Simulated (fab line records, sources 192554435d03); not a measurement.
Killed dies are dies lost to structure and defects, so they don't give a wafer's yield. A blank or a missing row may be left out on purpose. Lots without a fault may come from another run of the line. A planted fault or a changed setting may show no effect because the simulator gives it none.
Chamber matching | flow n5_finfet | N5_MOL_CONTACT_COAG_ALD_123 on ald_sin-03: 4 sister chambers
The step deposits SiNx, target thk 5 nm, pulse time 1 s, purge time 2 s. 16 wafers are shown with their chamber, then 8 later ones without.

WAFERS WITH THEIR CHAMBER
wafer  | chamber | heater_power_w (W) | precursor_pulse_height_rel
L076.1 | 3       | 732                | 1.021
L076.4 | 1       | 807                | 0.991
L076.6 | 1       | 805                | 1.011
L079.2 | 2       | 898                | 1.000
L079.3 | 1       | 808                | 0.991
L079.5 | 2       | 893                | 1.002
L083.2 | 1       | 814                | 0.978
L083.4 | 2       | 928                | 1.030
L083.6 | 1       | 801                | 1.023
L085.2 | 0       | 926                | 0.989
L085.5 | 2       | 886                | 1.006
L085.6 | 3       | 723                | 1.037
L086.1 | 2       | 910                | 1.012
L086.3 | 1       | 809                | 1.031
L086.5 | 1       | 794                | 1.000
L091.2 | 2       | 874                | 1.003

SIGNATURES (means of the wafers above)
reading                    | chamber 0 | chamber 1 | chamber 2 | chamber 3 | scatter within a chamber
heater_power_w             | 926.00    | 805.43    | 898.17    | 727.50    | 13.1
precursor_pulse_height_rel | 0.98900   | 1.00357   | 1.00883   | 1.02900   | 0.0156
Rule: a wafer's distance from a chamber is the root of the sum, over the readings, of the square of ((its reading less the chamber's mean) divided by the reading's scatter). The wafer belongs to the nearest chamber; if the next one is less than 2 further off, it can't be placed. The scatter: the root of (the sum of the squares of (reading less its chamber's mean) over the shown wafers, divided by (wafers less chambers)).

WAFERS WITHOUT THEIR CHAMBER
wafer  | heater_power_w (W) | precursor_pulse_height_rel
L091.5 | 805                | 1.016
L091.6 | 842                | 1.011
L096.1 | 807                | 1.021
L096.2 | 856                | 0.977
L096.5 | 740                | 0.973
L097.3 | 822                | 1.029
L097.4 | 936                | 1.007
L097.5 | 812                | 1.003

WHICH CHAMBER EACH WENT THROUGH
wafer  | from the rows above          | in truth
L091.5 | 1                            | 1
L091.6 | can't be placed: 1 or 2      | 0
L096.1 | 1                            | 1
L096.2 | can't be placed: 2 or 1 or 0 | 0
L096.5 | can't be placed: 3 or 1      | 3
L097.3 | 1                            | 1
L097.4 | can't be placed: 0 or 2      | 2
L097.5 | 1                            | 1
Placed correctly: 4 of 8. Can't be placed from these rows: 4 (the true chamber is among the candidates in 3). Placed wrongly: 0.
